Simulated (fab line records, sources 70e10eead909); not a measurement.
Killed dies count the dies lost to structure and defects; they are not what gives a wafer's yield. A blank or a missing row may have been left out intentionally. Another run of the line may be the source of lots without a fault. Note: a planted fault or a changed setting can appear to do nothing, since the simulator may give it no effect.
fab line records | flow nandHarc
record: lots: 24 wafers: 72 lastDay: 33
route steps=1302 shown A_CHANNEL_HOLE_D2@593 A_CHANNEL_FILL_D2@615 A_STAIRCASE@667
lots with no fault: from the same line, run without faults
startH: the number of hours between the record's first day and the start of the first shown wafer of the lot | waitH: how many hours have passed since the lot's step before this one | " unchanged from the row above | L1.1+2: a row that stands for several wafers | - no value, or no start given | * or withheld: withheld | < > ~ a bound
route shown NAME@n: names a module that has steps shown in the file, with the first one's number in the route | usual: mean and standard deviation over wafers with no fault | same: alike in all rows | chamber/n: place in a boat | sites: the reading at each site | _std_site: their standard deviation | _edge_site: outer sites' mean less inner sites' | radiusMm: for every site, how far away it sits from the centre of the wafer | mask NAME#n: copy n | behind: tool/chamber where the wafer was last shaped | hold: why the lot went on hold/how many hours it stayed there/how the hold came to an end | device: whichever transistor did not switch (one of n, p or np) | end of line: the same wafers' tests at the end of the route | a step given without rows: its recipe and nothing more | killed: not the wafer's yield, but the dies lost to structure and defects at the first sort | map: a wafer's dies, x killed, . not, _ none there
set.NAME: the run value of the setting; set.NAME@STEP: its run value at that earlier step | model.NAME: the simulator's own value behind a step, which no gauge read
a sample of lots followed through the steps of the route, with each step as a table and each wafer as a row
services: the hour from which a tool's chamber was out of use, counted from the record's first day as startH (under 0 if before that day), plus the number of hours and why
== steps ==
step: NHARC_A_CHANNEL_HOLE_D2_ETCH_21
recipe: biasV: 3000 sourceW: withheld pressureMtorr: 20 timeS: 514.3 arFlowSccm: 375 c4f8FlowSccm: 89.3 o2FlowSccm: 35.7 tempC: -20 targetDepthA: 16000 chemistry: C4F8/O2/Ar
usual: drypumpMotorCurrentA: 6.12/0.27 showerheadPlenumPTorr: 3.67/0.098 throttleValvePct: 32.155/0.009
columns lot.wafer tool chamber startH waitH drypumpMotorCurrentA rfHoursCounterH showerheadPlenumPTorr throttleValvePct
L074.4 harEtch-01 1 296.27 0.3 6.18 - 3.70 32.146
L074.6 " 1 " " 6.20 - 3.70 32.166
L074.5 " 0 " " 6.45 - 3.68 32.174
L076.1 harEtch-01 0 302.81 0.3 6.43 154 3.67 32.148
L076.4 " 0 " " 6.45 - 3.67 32.148
L076.5 " 1 " " 6.16 - 3.70 32.161
L075.2 harEtch-02 1 303.69 0.3 6.00 367 3.54 32.155
L075.3 " 1 " " 6.00 - 3.54 32.148
L075.6 " 0 " " 5.64 - 3.66 32.143
L077.2 harEtch-01 0 325.85 0.3 6.41 162 3.67 32.168
L077.4 " 1 " " 6.16 - 3.69 32.166
L077.5 " 1 " " 6.16 - 3.69 32.155
L078.1 harEtch-02 0 337.92 0.3 5.66 382 3.65 32.170
L078.4 " 1 " " 5.99 - 3.53 32.173
L078.5 " 0 " " 5.68 - 3.65 32.153
L079.2 harEtch-01 0 340.02 0.3 6.44 173 3.66 32.167
L079.1 " 1 " " 6.19 173 3.69 32.144
L079.3 " 0 " " 6.40 - 3.66 32.159
L080.2 harEtch-01 0 349.16 0.3 6.37 181 3.66 32.150
L080.6 " 1 " " 6.16 - 3.68 32.157
L080.5 " 0 " " 6.43 - 3.66 32.160
L082.1 harEtch-01 1 367.01 0.3 6.17 188 3.68 32.168
L082.4 " 1 " " 6.13 - 3.68 32.149
L082.6 " 1 " " 6.16 - 3.68 32.148
L081.1 harEtch-02 0 367.11 0.3 5.68 401 3.64 32.159
L081.5 " 1 " " 5.97 - 3.52 32.165
L081.6 " 0 " " 5.65 - 3.64 32.141
L083.2 harEtch-01 0 385.88 0.3 6.44 200 3.65 32.158
L083.3 " 1 " " 6.16 - 3.67 32.160
L083.5 " 1 " " 6.18 - 3.67 32.166
L086.1 harEtch-01 1 403.55 0.3 6.18 212 3.67 32.152
L086.4 " 1 " " 6.19 - 3.67 32.156
L086.3 " 0 " " 6.40 - 3.64 32.160
L085.1 harEtch-02 1 403.55 0.3 5.94 4 3.93 32.146
L085.3 " 1 " " 5.95 - 3.93 32.163
L085.4 " 0 " " 5.69 - 3.64 32.132
L084.2 harEtch-01 1 407.71 0.3 6.13 215 3.66 32.155
L084.3 " 1 " " 6.18 - 3.66 32.138
L084.6 " 0 " " 6.45 - 3.64 32.153
L087.4 harEtch-02 1 422.82 0.3 5.98 - 3.92 32.146
L087.5 " 0 " " 5.69 - 3.63 32.171
L087.6 " 1 " " 5.99 - 3.92 32.148
L088.2 harEtch-01 1 457.63 0.3 6.17 238 3.65 32.153
L088.4 " 0 " " 6.41 - 3.63 32.137
L088.5 " 1 " " 6.20 - 3.65 32.145
L089.2 harEtch-02 1 460.69 0.3 5.94 35 3.91 32.159
L089.4 " 0 " " 5.66 - 3.62 32.166
L089.6 " 1 " " 5.96 - 3.91 32.143
L090.2 harEtch-01 0 461.74 0.3 6.45 242 3.63 32.156
L090.1 " 1 " " 6.19 242 3.65 32.146
L090.6 " 1 " " 6.14 - 3.65 32.157
L091.1 harEtch-02 1 468.65 0.3 5.97 42 3.91 32.167
L091.2 " 0 " " 5.71 42 3.61 32.157
L091.6 " 0 " " 5.71 - 3.61 32.157
L093.3 harEtch-01 0 478.68 0.3 6.41 - 3.62 32.151
L093.4 " 1 " " 6.16 - 3.64 32.155
L093.5 " 0 " " 6.44 - 3.62 32.162
L094.1 harEtch-02 1 480.78 0.3 5.99 54 3.90 32.136
L094.2 " 0 " " 5.71 54 3.61 32.153
L094.6 " 0 " " 5.72 - 3.61 32.164
L092.4 harEtch-01 1 482.85 0.3 6.20 - 3.64 32.166
L092.3 " 0 " " 6.39 - 3.62 32.139
L092.5 " 1 " " 6.18 - 3.64 32.155
L095.2 harEtch-02 0 498.98 0.3 5.69 61 3.60 32.157
L095.6 " 1 " " 6.00 - 3.90 32.152
L095.5 " 0 " " 5.70 - 3.60 32.148
L096.1 harEtch-01 0 499.20 0.3 6.41 269 3.61 32.143
L096.3 " 1 " " 6.20 - 3.63 32.156
L096.6 " 1 " " 6.16 - 3.63 32.171
L097.3 harEtch-01 1 514.86 0.3 6.12 - 3.63 32.147
L097.4 " 0 " " 6.45 - 3.61 32.164
L097.6 " 0 " " 6.42 - 3.61 32.150
step: NHARC_A_CHANNEL_FILL_D2_ALD_15
recipe: targetThkA: 20 pulseTimeS: 60 aldCycles: 19 tempC: 630 pressureTorr: 2 material: SiNx
usual: precursorPulseHeightRel: 1.002/0.019
columns lot.wafer tool chamber startH waitH precursorPulseHeightRel
L074.4 aldSinBatch-02 0 - - 1.014
L074.5 " 0 " " 1.022
L074.6 " 0 " " 1.014
L075.2 aldSinBatch-02 0 - - 1.028
L075.3 " 0 " " 0.976
L075.6 " 0 " " 0.988
L076.1 aldSinBatch-02 0 - - 0.982
L076.4 " 0 " " 1.003
L076.5 " 0 " " 0.957
L077.2 aldSinBatch-01 0 - - 0.999
L077.4 " 0 " " 1.020
L077.5 " 0 " " 1.011
L078.1 aldSinBatch-02 0 - - 1.001
L078.4 " 0 " " 1.021
L078.5 " 0 " " 1.060
L079.1 aldSinBatch-02 0 - - 1.004
L079.2 " 0 " " 1.015
L079.3 " 0 " " 0.976
L080.2 aldSinBatch-03 0 - - 1.034
L080.5 " 0 " " 1.039
L080.6 " 0 " " 1.024
L081.1 aldSinBatch-02 0 - - 1.017
L081.5 " 0 " " 0.998
L081.6 " 0 " " 1.034
L082.1 aldSinBatch-02 0 - - 1.005
L082.4 " 0 " " 1.030
L082.6 " 0 " " 0.961
L083.2 aldSinBatch-03 0 - - 0.988
L083.3 " 0 " " 0.984
L083.5 " 0 " " 1.041
L085.1 aldSinBatch-02 0 - - 1.025
L085.3 " 0 " " 1.025
L085.4 " 0 " " 1.016
L086.1 aldSinBatch-02 0 - - 1.020
L086.3 " 0 " " 1.010
L086.4 " 0 " " 1.012
L084.2 aldSinBatch-03 0 - - 0.976
L084.3 " 0 " " 0.992
L084.6 " 0 " " 0.998
L087.4 aldSinBatch-03 0 - - 1.003
L087.5 " 0 " " 0.990
L087.6 " 0 " " 0.989
L088.2 aldSinBatch-03 0 - - 1.003
L088.4 " 0 " " 0.995
L088.5 " 0 " " 0.993
L089.2 aldSinBatch-01 0 - - 0.997
L089.4 " 0 " " 0.983
L089.6 " 0 " " 0.992
L090.1 aldSinBatch-01 0 - - 0.988
L090.2 " 0 " " 1.019
L090.6 " 0 " " 1.011
L091.1 aldSinBatch-02 0 - - 1.014
L091.2 " 0 " " 0.994
L091.6 " 0 " " 0.992
L093.3 aldSinBatch-03 0 - - 1.012
L093.4 " 0 " " 1.036
L093.5 " 0 " " 1.057
L094.1 aldSinBatch-03 0 - - 0.991
L094.2 " 0 " " 1.010
L094.6 " 0 " " 1.021
L092.3 aldSinBatch-02 0 - - 1.000
L092.4 " 0 " " 1.025
L092.5 " 0 " " 0.976
L095.2 aldSinBatch-02 0 - - 0.997
L095.5 " 0 " " 1.020
L095.6 " 0 " " 0.991
L096.1 aldSinBatch-02 0 - - 1.009
L096.3 " 0 " " 0.981
L096.6 " 0 " " 1.001
L097.3 aldSinBatch-03 0 - - 1.018
L097.4 " 0 " " 1.012
L097.6 " 0 " " 1.022
step: NHARC_A_STAIRCASE_DESCUM_11
recipe: timeS: 3 o2FlowSccm: 200 arFlowSccm: 0 biasPowerW: 0 chemistry: O2
usual: drypumpMotorCurrentA: 5.4/0.5 oesProductAu: 1.000/0.01 rfVppV: 57.9/0.85 showerheadPlenumPTorr: 1.95/0.062 throttleValvePct: 11.311/0.0092
columns lot.wafer tool chamber startH waitH drypumpMotorCurrentA oesProductAu rfHoursCounterH rfVppV showerheadPlenumPTorr throttleValvePct
L074.4 rieDiel-08 3 354.07 - 5.9 1.011 56 58.6 1.92 11.306
L074.6 " 2 " " 5.0 1.012 - 57.9 1.95 11.314
L074.5 " 3 " " 5.9 1.002 - 56.5 1.92 11.309
L076.4 rieDiel-05 0 358.80 - 4.7 1.008 40 59.9 2.05 11.319
L076.1 " 1 " " 4.7 1.006 45 57.3 1.90 11.308
L076.5 " 3 " " 5.8 1.013 - 57.9 1.95 11.302
L075.3 rieDiel-05 2 359.07 - 5.9 1.023 33 56.2 1.93 11.321
L075.2 " 1 " " 4.7 1.007 45 57.5 1.90 11.309
L075.6 " 2 " " 5.9 1.008 - 56.5 1.93 11.325
L077.4 rieDiel-05 0 383.90 - 4.7 1.003 44 58.1 2.05 11.316
L077.2 " 1 " " 4.7 1.014 52 57.0 1.90 11.308
L077.5 " 3 " " 5.7 1.001 - 57.0 1.95 11.321
L079.1 rieDiel-05 2 398.29 - 5.9 0.998 47 57.2 1.93 11.312
L079.3 " 3 " " 5.8 0.997 51 58.1 1.95 11.323
L079.2 " 0 " " 4.7 1.002 52 57.9 2.04 11.320
L078.1 rieDiel-08 3 398.35 - 5.9 1.004 7 58.3 1.92 11.318
L078.4 " 0 " " 5.2 0.998 8 58.6 1.90 11.312
L078.5 " 3 " " 5.9 1.001 - 57.5 1.92 11.317
L080.2 rieDiel-05 2 407.52 - 5.9 1.009 51 58.2 1.93 11.317
L080.6 " 1 " " 4.7 1.000 - 57.7 1.90 11.294
L080.5 " 2 " " 5.9 1.013 - 58.7 1.93 11.320
L082.4 rieDiel-02 3 425.38 - 5.1 0.993 8 57.2 1.84 11.304
L082.1 " 1 " " 6.1 0.969 8 57.3 2.03 11.298
L082.6 " 2 " " 5.7 1.004 - 56.6 1.93 11.298
L081.1 rieDiel-08 2 425.60 - 5.0 1.018 14 57.4 1.94 11.314
L081.5 " 0 " " 5.2 1.002 - 57.5 1.90 11.303
L081.6 " 1 " " 5.7 1.001 - 57.0 2.07 11.315
L083.3 rieDiel-05 3 444.28 - 5.8 1.000 10 58.4 1.94 11.295
L083.2 " 0 " " 4.7 0.993 4 59.1 2.04 11.327
L083.5 " 1 " " 4.7 0.998 - 57.8 1.89 11.304
L086.3 rieDiel-02 2 462.62 - 5.7 1.001 20 57.6 1.92 11.309
L086.1 " 0 " " 4.8 0.987 15 58.3 1.99 11.306
L086.4 " 1 " " 6.1 0.974 17 59.3 2.03 11.309
L084.3 rieDiel-08 2 462.83 - 5.0 1.017 24 56.3 1.94 11.315
L084.2 " 0 " " 5.3 1.001 25 58.0 1.90 11.319
L084.6 " 1 " " 5.7 1.002 - 59.4 2.07 11.320
L085.3 rieDiel-05 0 462.86 - 4.7 1.015 8 59.5 2.04 11.313
L085.4 " 2 " " 5.9 1.004 13 58.1 1.92 11.312
L085.1 " 3 " " 5.8 1.006 14 58.1 1.94 11.314
L087.5 rieDiel-02 2 482.23 - 5.7 0.996 - 57.6 1.92 11.313
L087.4 " 0 " " 4.9 0.994 - 58.1 1.99 11.303
L087.6 " 1 " " 6.1 0.973 - 57.0 2.03 11.309
L088.4 rieDiel-08 2 516.12 - 5.0 1.005 40 56.9 1.93 11.322
L088.2 " 0 " " 5.3 1.007 41 59.1 1.89 11.317
L088.5 " 3 " " 5.9 1.002 - 57.5 1.91 11.302
L090.2 rieDiel-05 2 516.28 - 5.9 0.994 28 58.2 1.92 11.305
L090.1 " 0 " " 4.7 0.998 19 58.9 2.03 11.306
L090.6 " 3 " " 5.7 1.004 - 57.3 1.94 11.298
L089.4 rieDiel-02 1 520.38 - 6.1 0.988 37 57.4 2.02 11.300
L089.2 " 2 " " 5.7 1.015 41 58.1 1.92 11.323
L089.6 " 0 " " 4.9 1.001 - 58.0 1.98 11.310
L091.2 rieDiel-02 1 525.35 - 6.1 0.997 39 58.1 2.02 11.324
L091.1 " 2 " " 5.7 1.009 42 57.4 1.92 11.328
L091.6 " 0 " " 4.9 0.995 - 58.2 1.98 11.327
L094.2 rieDiel-08 2 536.29 - 5.1 1.013 46 56.7 1.93 11.298
L094.1 " 3 " " 5.9 1.009 51 59.6 1.90 11.318
L094.6 " 0 " " 5.2 1.002 - 57.0 1.89 11.311
L092.4 rieDiel-08 2 536.59 - 5.0 1.012 46 58.2 1.93 11.325
L092.3 " 3 " " 5.9 1.009 51 58.6 1.90 11.319
L092.5 " 1 " " 5.7 0.995 - 59.0 2.06 11.286
L093.4 rieDiel-05 3 536.85 - 5.8 0.991 30 58.2 1.94 11.309
L093.3 " 0 " " 4.7 0.988 27 56.9 2.03 11.314
L093.5 " 3 " " 5.7 0.985 - 58.2 1.94 11.302
L095.2 rieDiel-05 2 559.34 - 6.0 0.993 48 57.6 1.91 11.309
L095.5 " 3 " " 5.7 0.974 - 58.1 1.93 11.305
L095.6 " 0 " " 4.7 0.990 - 59.7 2.03 11.315
L096.1 rieDiel-02 0 559.70 - 4.9 1.002 53 58.4 1.98 11.285
L096.3 " 1 " " 6.1 0.988 55 56.6 2.02 11.312
L096.6 " 0 " " 4.9 0.995 - 56.8 1.98 11.307
L097.4 rieDiel-05 0 571.19 - 4.7 0.993 40 57.0 2.03 11.307
L097.3 " 2 " " 5.9 1.004 50 58.0 1.91 11.310
L097.6 " 1 " " 4.7 0.992 - 58.4 1.88 11.316
step: NHARC_A_STAIRCASE_ETCH_13
recipe: targetDepthA: 1000 timeS: 40.5 ionEnergyEv: 400 c4f8FlowSccm: 20 o2FlowSccm: 10 arFlowSccm: withheld rfW: 600 biasW: 1000 chemistry: C4F8/O2
usual: oesProductAu: 0.940/0.014 rfFwdPowerW: 592/3.2 rfVppV: 898/3.8
columns lot.wafer tool chamber startH waitH oesProductAu rfFwdPowerW rfHoursCounterH rfVppV
L074.4 rieDiel-08 3 - - 0.945 592 56 895
L074.5 " 2 " " 0.926 584 - 898
L074.6 " 3 " " 0.947 591 - 895
L076.1 rieDiel-05 3 - - 0.972 597 37 898
L076.4 " 1 " " 0.961 592 45 895
L076.5 " 3 " " 0.966 595 - 897
L075.3 rieDiel-05 2 - - 0.939 596 33 899
L075.2 " 1 " " 0.945 595 45 894
L075.6 " 3 " " 0.932 593 - 899
L077.2 rieDiel-05 1 - - 0.956 592 52 895
L077.4 " 0 " " 0.944 594 44 905
L077.5 " 2 " " 0.945 590 - 898
L079.2 rieDiel-05 1 - - 0.936 591 60 895
L079.1 " 2 " " 0.940 593 47 898
L079.3 " 3 " " 0.939 600 51 899
L078.4 rieDiel-08 1 - - 0.929 594 7 904
L078.1 " 2 " " 0.941 584 6 898
L078.5 " 0 " " 0.923 591 - 896
L080.2 rieDiel-05 1 - - 0.943 591 64 895
L080.5 " 2 " " 0.947 592 - 897
L080.6 " 3 " " 0.962 598 - 899
L082.4 rieDiel-02 2 - - 0.955 587 7 897
L082.1 " 3 " " 0.934 593 8 893
L082.6 " 2 " " 0.946 587 - 897
L081.1 rieDiel-08 3 - - 0.945 590 17 896
L081.6 " 1 " " 0.938 592 - 905
L081.5 " 2 " " 0.950 587 - 899
L083.2 rieDiel-05 3 - - 0.926 596 10 898
L083.3 " 1 " " 0.918 594 8 894
L083.5 " 3 " " 0.932 596 - 897
L086.3 rieDiel-02 3 - - 0.942 592 21 891
L086.1 " 1 " " 0.945 592 17 903
L086.4 " 2 " " 0.945 587 20 896
L085.3 rieDiel-05 3 - - 0.959 593 14 898
L085.1 " 1 " " 0.922 589 11 894
L085.4 " 2 " " 0.960 599 13 896
L084.2 rieDiel-08 0 - - 0.928 593 26 897
L084.3 " 2 " " 0.932 585 25 898
L084.6 " 0 " " 0.924 589 - 897
L087.4 rieDiel-02 0 - - 0.935 591 - 900
L087.6 " 1 " " 0.909 592 - 902
L087.5 " 2 " " 0.948 588 - 895
L088.4 rieDiel-08 3 - - 0.954 592 45 897
L088.2 " 1 " " 0.962 591 36 904
L088.5 " 0 " " 0.958 589 - 895
L090.2 rieDiel-05 1 - - 0.918 587 27 894
L090.1 " 3 " " 0.921 599 23 898
L090.6 " 1 " " 0.919 591 - 896
L089.2 rieDiel-02 2 - - 0.969 587 41 896
L089.4 " 3 " " 0.944 592 33 892
L089.6 " 1 " " 0.923 592 - 901
L091.2 rieDiel-02 3 - - 0.929 590 35 890
L091.1 " 1 " " 0.926 596 39 903
L091.6 " 0 " " 0.916 588 - 901
L094.2 rieDiel-08 3 - - 0.957 595 51 895
L094.1 " 2 " " 0.960 588 46 897
L094.6 " 0 " " 0.959 592 - 895
L092.4 rieDiel-08 0 - - 0.947 588 47 895
L092.3 " 1 " " 0.924 591 42 905
L092.5 " 0 " " 0.938 586 - 894
L093.3 rieDiel-05 2 - - 0.948 593 36 896
L093.4 " 0 " " 0.952 592 27 902
L093.5 " 3 " " 0.934 592 - 896
L095.2 rieDiel-05 1 - - 0.939 591 47 893
L095.6 " 0 " " 0.928 592 - 901
L095.5 " 1 " " 0.926 593 - 893
L096.3 rieDiel-02 1 - - 0.912 593 55 902
L096.1 " 3 " " 0.960 590 49 889
L096.6 " 1 " " 0.919 593 - 903
L097.4 rieDiel-05 1 - - 0.934 593 49 894
L097.3 " 2 " " 0.950 594 50 894
L097.6 " 0 " " 0.943 589 - 903
step: NHARC_A_STAIRCASE_ETCH_25
recipe: targetDepthA: 1000 timeS: 40.5 ionEnergyEv: 400 c4f8FlowSccm: 20 o2FlowSccm: 10 arFlowSccm: withheld rfW: 600 biasW: 1000 chemistry: C4F8/O2
usual: oesProductAu: 0.944/0.011 rfFwdPowerW: 591/3.3 rfVppV: 898/4.6
columns lot.wafer tool chamber startH waitH oesProductAu rfFwdPowerW rfHoursCounterH rfVppV
L074.4 rieDiel-08 2 - - 0.950 585 51 898
L074.6 " 2 " " 0.951 587 - 898
L074.5 " 3 " " 0.957 595 - 897
L076.4 rieDiel-08 1 - - 0.960 594 48 887
L076.1 " 0 " " 0.938 588 57 895
L076.5 " 1 " " 0.952 590 - 887
L075.3 rieDiel-02 1 - - 0.940 592 44 903
L075.2 " 3 " " 0.947 591 47 893
L075.6 " 1 " " 0.941 592 - 905
L077.2 rieDiel-08 2 - - 0.946 586 1 898
L077.4 " 3 " " 0.942 593 1 896
L077.5 " 2 " " 0.957 589 - 899
L078.4 rieDiel-08 0 - - 0.934 586 9 894
L078.1 " 1 " " 0.937 591 7 906
L078.5 " 3 " " 0.958 591 - 895
L079.1 rieDiel-08 0 - - 0.947 592 10 897
L079.3 " 1 " " 0.943 594 8 907
L079.2 " 2 " " 0.943 585 8 898
L080.2 rieDiel-02 3 - - 0.935 590 3 892
L080.6 " 1 " " 0.918 597 - 904
L080.5 " 2 " " 0.944 588 - 896
L082.1 rieDiel-02 3 - - 0.923 590 9 893
L082.4 " 0 " " 0.938 593 6 900
L082.6 " 3 " " 0.941 591 - 892
L081.1 rieDiel-08 0 - - 0.950 588 16 895
L081.6 " 0 " " 0.937 586 - 896
L081.5 " 1 " " 0.947 592 - 905
L083.2 rieDiel-08 1 - - 0.955 590 20 905
L083.3 " 0 " " 0.951 589 22 895
L083.5 " 1 " " 0.955 592 - 906
L086.4 rieDiel-02 3 - - 0.961 593 22 890
L086.1 " 0 " " 0.929 591 15 902
L086.3 " 2 " " 0.958 588 21 896
L085.1 rieDiel-05 0 - - 0.940 591 9 903
L085.4 " 1 " " 0.940 591 12 894
L085.3 " 2 " " 0.952 595 14 896
L084.3 rieDiel-02 0 - - 0.949 595 16 901
L084.2 " 2 " " 0.953 586 21 896
L084.6 " 0 " " 0.945 596 - 899
L087.4 rieDiel-05 2 - - 0.951 595 22 897
L087.6 " 1 " " 0.945 590 - 893
L087.5 " 2 " " 0.955 594 - 896
L088.4 rieDiel-02 3 - - 0.937 596 32 891
L088.2 " 1 " " 0.938 595 36 903
L088.5 " 0 " " 0.925 594 - 900
L090.1 rieDiel-08 2 - - 0.951 586 40 897
L090.2 " 0 " " 0.958 589 42 895
L090.6 " 3 " " 0.949 596 - 896
L089.2 rieDiel-08 0 - - 0.943 588 43 894
L089.4 " 1 " " 0.939 590 38 906
L089.6 " 3 " " 0.947 588 - 894
L091.1 rieDiel-02 0 - - 0.927 596 38 900
L091.2 " 1 " " 0.924 594 41 901
L091.6 " 1 " " 0.922 593 - 902
L094.1 rieDiel-05 1 - - 0.935 594 37 893
L094.2 " 3 " " 0.929 595 30 899
L094.6 " 1 " " 0.933 592 - 893
L092.4 rieDiel-08 0 - - 0.935 588 48 896
L092.3 " 2 " " 0.950 592 47 897
L092.5 " 0 " " 0.947 587 - 894
L093.3 rieDiel-08 0 - - 0.944 586 49 894
L093.4 " 2 " " 0.957 585 47 898
L093.5 " 0 " " 0.949 589 - 894
L095.2 rieDiel-05 1 - - 0.945 593 48 895
L095.5 " 1 " " 0.941 593 - 895
L095.6 " 2 " " 0.960 598 - 896
L096.1 rieDiel-02 2 - - 0.962 587 55 896
L096.3 " 0 " " 0.929 590 54 900
L096.6 " 3 " " 0.942 591 - 891
L097.3 rieDiel-08 3 - - 0.936 594 4 895
L097.4 " 2 " " 0.948 584 - 897
L097.6 " 3 " " 0.946 591 - 895
step: NHARC_A_STAIRCASE_ETCH_188
recipe: targetDepthA: 1000 timeS: 40.5 ionEnergyEv: 400 c4f8FlowSccm: 20 o2FlowSccm: 10 arFlowSccm: withheld rfW: 600 biasW: 1000 chemistry: C4F8/O2
usual: oesProductAu: 0.944/0.015 rfFwdPowerW: 592/3.5 rfVppV: 898/4
columns lot.wafer tool chamber startH waitH oesProductAu rfFwdPowerW rfHoursCounterH rfVppV
L074.4 rieDiel-05 1 - - 0.959 594 45 896
L074.5 " 0 " " 0.967 594 - 904
L074.6 " 1 " " 0.951 592 - 894
L076.4 rieDiel-05 3 - - 0.957 596 38 898
L076.1 " 0 " " 0.969 589 41 905
L076.5 " 2 " " 0.961 596 - 898
L075.3 rieDiel-02 3 - - 0.964 595 47 892
L075.2 " 1 " " 0.942 594 45 904
L075.6 " 3 " " 0.954 592 - 891
L077.2 rieDiel-08 0 - - 0.936 590 2 897
L077.4 " 1 " " 0.941 592 2 906
L077.5 " 3 " " 0.942 591 - 897
L078.4 rieDiel-05 2 - - 0.963 596 49 896
L078.1 " 1 " " 0.970 593 62 896
L078.5 " 2 " " 0.965 596 - 898
L079.1 rieDiel-05 2 - - 0.962 595 50 897
L079.3 " 3 " " 0.943 595 55 898
L079.2 " 0 " " 0.941 593 55 905
L080.2 rieDiel-08 3 - - 0.960 589 12 896
L080.5 " 1 " " 0.958 593 - 905
L080.6 " 2 " " 0.970 588 - 897
L082.4 rieDiel-08 2 - - 0.932 585 15 898
L082.1 " 1 " " 0.927 593 14 906
L082.6 " 2 " " 0.933 583 - 898
L081.1 rieDiel-02 0 - - 0.918 592 6 901
L081.6 " 0 " " 0.922 591 - 901
L081.5 " 1 " " 0.896 596 - 905
L083.2 rieDiel-05 0 - - 0.936 592 6 904
L083.3 " 2 " " 0.942 593 11 897
L083.5 " 0 " " 0.933 590 - 904
L086.4 rieDiel-05 1 - - 0.934 591 12 894
L086.3 " 2 " " 0.944 597 14 896
L086.1 " 3 " " 0.952 598 15 897
L085.4 rieDiel-08 2 - - 0.962 584 26 897
L085.1 " 3 " " 0.942 593 29 896
L085.3 " 1 " " 0.949 590 24 905
L084.3 rieDiel-05 3 - - 0.925 599 15 898
L084.2 " 1 " " 0.921 597 13 895
L084.6 " 0 " " 0.922 591 - 904
L087.4 rieDiel-02 1 - - 0.924 596 27 902
L087.6 " 2 " " 0.969 586 - 896
L087.5 " 3 " " 0.938 588 - 890
L088.2 rieDiel-08 1 - - 0.948 594 36 905
L088.4 " 2 " " 0.971 588 41 898
L088.5 " 1 " " 0.947 593 - 905
L090.1 rieDiel-08 2 - - 0.940 585 41 898
L090.2 " 3 " " 0.936 593 46 896
L090.6 " 1 " " 0.930 588 - 906
L089.4 rieDiel-02 1 - - 0.930 594 39 903
L089.2 " 2 " " 0.962 588 42 897
L089.6 " 3 " " 0.948 593 - 891
L091.2 rieDiel-08 0 - - 0.958 587 46 895
L091.1 " 1 " " 0.951 595 40 904
L091.6 " 0 " " 0.954 589 - 896
L094.1 rieDiel-08 2 - - 0.963 586 47 898
L094.2 " 3 " " 0.935 594 53 896
L094.6 " 2 " " 0.967 585 - 898
L092.4 rieDiel-08 1 - - 0.934 592 44 905
L092.3 " 3 " " 0.930 595 53 896
L092.5 " 1 " " 0.933 593 - 905
L093.3 rieDiel-05 0 - - 0.928 592 28 903
L093.4 " 3 " " 0.919 595 31 897
L093.5 " 0 " " 0.923 594 - 902
L095.2 rieDiel-02 1 - - 0.935 594 56 902
L095.5 " 1 " " 0.937 592 - 902
L095.6 " 2 " " 0.953 586 - 895
L096.3 rieDiel-08 1 - - 0.946 590 4 905
L096.1 " 3 " " 0.937 592 2 895
L096.6 " 0 " " 0.932 588 - 896
L097.4 rieDiel-05 2 - - 0.931 597 51 895
L097.3 " 1 " " 0.925 594 50 895
L097.6 " 2 " " 0.928 596 - 896
== services ==
columns tool chamber startH hours kind
rieDiel-08 0 275.45 3.4 repair
rieDiel-08 2 276.88 22.1 repair
rieDiel-05 2 324.99 19.8 repair
aldSinBatch-01 - 332.32 1.2 repair
rieDiel-05 0 369.60 8.5 repair
rieDiel-08 - 370.35 9.0 pm
harEtch-02 - 379.78 17.0 pm
rieDiel-02 - 395.37 9.0 pm
rieDiel-02 0 406.06 9.1 repair
aldSinBatch-03 - 408.98 13.6 repair
rieDiel-05 - 409.06 9.0 pm
harEtch-01 - 418.72 2.4 repair
rieDiel-08 3 427.00 1.3 repair
rieDiel-05 - 431.97 0.5 repair
rieDiel-05 0 435.57 3.9 repair
rieDiel-02 3 474.51 10.8 repair
rieDiel-02 3 494.57 6.8 repair
rieDiel-05 3 497.36 12.1 repair
rieDiel-05 0 502.32 10.3 repair
aldSinBatch-01 - 507.08 26.0 pm
rieDiel-08 - 547.36 9.0 pm
rieDiel-02 - 553.86 0.2 repair
rieDiel-08 0 570.22 6.2 repair
rieDiel-02 - 572.37 9.0 pm
== key ==
fault none
